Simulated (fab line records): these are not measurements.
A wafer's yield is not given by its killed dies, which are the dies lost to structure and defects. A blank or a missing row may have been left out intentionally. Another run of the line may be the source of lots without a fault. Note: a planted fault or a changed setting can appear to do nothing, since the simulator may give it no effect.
Split-lot experiment	flow n5-finfet	route with 1938 steps; 7 lots, 39 wafers read

THE SPLIT ITSELF
At N5_BEOL_M0_SAQP_HM_DEP_111 (deposits SiO2 from SiH4/N2O, target thk 12 nm, time 7.2 s), the setting time-s was moved away from the recipe's 7.2 s on 6 of the 39 wafers read, by -42.2% to -16.2%. All remaining wafers had this setting at the recipe value.

FROM THE SPLIT TO THE READING: what the file shows between them, 4 steps
- N5_BEOL_M0_SAQP_COAT_81: time 60 s, resist thk 100 nm
- N5_BEOL_M0_SAQP_COAT_82: time 60 s, resist thk 30 nm
- N5_BEOL_M0_SAQP_ETCH_84: etches SOC in N2/H2, target depth 100 nm, overetch 20 nm, time 150 s
- N5_BEOL_M0_SAQP_STRIP_80: strips in N2/H2

THE READING
etch.depth-nm (the simulator's own value, which no gauge read), in nm, at N5_BEOL_M0_SAQP_HM_OPEN_112 (chemistry CHF3/O2, target SiO2, stops on a-Si, target depth 12 nm, time 13.5 s). There is no usual value for it anywhere in the file. Across the 33 wafers here that went through the recipe, the average is 12.005 nm and the standard deviation 0.14 nm.

wafer	tool, chamber at the split	time-s as run, s	against the recipe	etch.depth-nm, nm	against lot-mates on the recipe
L077.1	pecvd-04, 0,1,2,0	7.2	recipe	12.1	-
L077.2	pecvd-04, 0,1,2,0	7.2	recipe	11.91	-
L077.3	pecvd-04, 0,1,2,0	7.2	recipe	11.91	-
L077.4	pecvd-04, 2	7.2	recipe	12.15	-
L077.5	pecvd-04, 1	7.2	recipe	12.34	-
L077.6	pecvd-04, 0,1,2,0	7.2	recipe	12.07	-
L089.1	pecvd-04, 0,2	7.2	recipe	11.74	-
L089.2	pecvd-04, 1,1,0	7.2	recipe	11.98	-
L089.3	pecvd-04, 0,2	7.2	recipe	11.84	-
L089.4	pecvd-04, 2	7.2	recipe	12.19	-
L089.5	pecvd-04, 1,1,0	7.2	recipe	11.96	-
L089.6	pecvd-04, 1,1,0	7.2	recipe	11.94	-
L091.1	pecvd-03, 1,0	7.2	recipe	12.01	-
L091.2	pecvd-03, 0	7.2	recipe	11.87	-
L091.3	pecvd-03, 0	6.036	-16.2%	10.23	-1.727
L091.4	pecvd-03, 1	6.036	-16.2%	10.32	-1.637
L091.5	pecvd-03, 1,0	7.2	recipe	11.99	-
L091.6	pecvd-03, 1	6.036	-16.2%	10	-1.957
L093.1	pecvd-04, 1,0,1	7.2	recipe	11.95	-
L093.2	pecvd-04, 2	7.2	recipe	11.85	-
L093.3	pecvd-04, 1,0,1	7.2	recipe	11.96	-
L093.4	pecvd-04, 0,2	7.2	recipe	12.25	-
L093.5	pecvd-04, 1,0,1	7.2	recipe	12.08	-
L093.6	pecvd-04, 0,2	7.2	recipe	12.14	-
L094.1	pecvd-04, 0	4.16	-42.2%	6.629	-5.384
L094.2	pecvd-04, 1	7.2	recipe	11.98	-
L094.3	pecvd-04, 2	7.2	recipe	11.88	-
L094.4	pecvd-04, 1	4.16	-42.2%	7.161	-4.852
L094.5	pecvd-04, 0	4.16	-42.2%	6.949	-5.064
L094.6	pecvd-04, 2	7.2	recipe	12.18	-
L095.1	pecvd-04, 1,2,2,1	7.2	recipe	11.93	-
L095.2	pecvd-04, 2,1	7.2	recipe	11.7	-
L095.3	pecvd-04, 2,1	7.2	recipe	11.85	-
L095.4	pecvd-04, 1,2,2,1	7.2	recipe	12.07	-
L095.5	pecvd-04, 1,2,2,1	7.2	recipe	11.91	-
L095.6	pecvd-04, 1,2,2,1	7.2	recipe	12.01	-
L097.1	pecvd-02, 0	7.2	recipe	12.05	-
L097.3	pecvd-02, 1,2	7.2	recipe	12.14	-
L097.6	pecvd-02, 1,2	7.2	recipe	12.24	-
If several chambers appear in one row, that row covers several wafers at once and the file leaves open which wafer was in which chamber.

FIT RESULTS
A straight line over all 39 wafers: etch.depth-nm changes by +0.12 nm for each +1% of time-s; r = +0.99; the points scatter about the line by 0.16 nm.
The same after taking each lot's own level away (the mean of its wafers on the recipe; 39 wafers): +0.12 nm for each +1%; r = +0.99; scatter 0.15 nm.
Per that fit: largest time-s move, reading shift of 5.1 nm.
Across the lots, their own levels run from 11.9117 to 12.1433 nm, a range of 1.6 times the standard deviation given above.
The two slopes agree, so the slope changes little with the lot-to-lot level.
Check: with one of the wafers moved furthest among these (-42.2%) left out of the fit, the line predicts -4.9 nm for it against its lot-mates. It came out at -5.38 nm against them.

THE OTHER SPLITS THESE WAFERS WENT THROUGH
Before the reading, these wafers also passed through other splits. Each is held against what the fit with the lots' levels taken away leaves over:
other split on the same wafers	wafers away from the commonest value	r with etch.depth-nm (lot level and that fit taken away)
N5_ZERO_LAYER_PECVD_02 time-s	9	+0.13
N5_FIN_SAQP_DEVELOP_15 develop-time-s	15	+0.17
N5_SD_EPI_N_EPI_21 epi-growth-time-s	6	-0.11
N5_SDB_ETCH_25 time-s	18	+0.01

THE WHOLE CHAIN: every reading that the file lists as answering this split, in the file's order
step	what it does	reading	change (the file's fit)	r (the file's)
N5_BEOL_M0_SAQP_HM_DEP_111	deposits SiO2 from SiH4/N2O, target thk 12 nm, time 7.2 s	SiO2_of_BEOL_M0_SAQP_HM_DEP_111.thk-nm (the simulator's own value, which no gauge read)	+0.118 nm for each +1% of the setting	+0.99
N5_BEOL_M0_SAQP_HM_OPEN_112	chemistry CHF3/O2, target SiO2, stops on a-Si, target depth 12 nm, time 13.5 s	etch.depth-nm (the simulator's own value, which no gauge read)	+0.119 nm for each +1% of the setting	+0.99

FILE'S OWN FIT
etch.depth-nm changes by +0.119 nm for each +1% of time-s, r = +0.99.
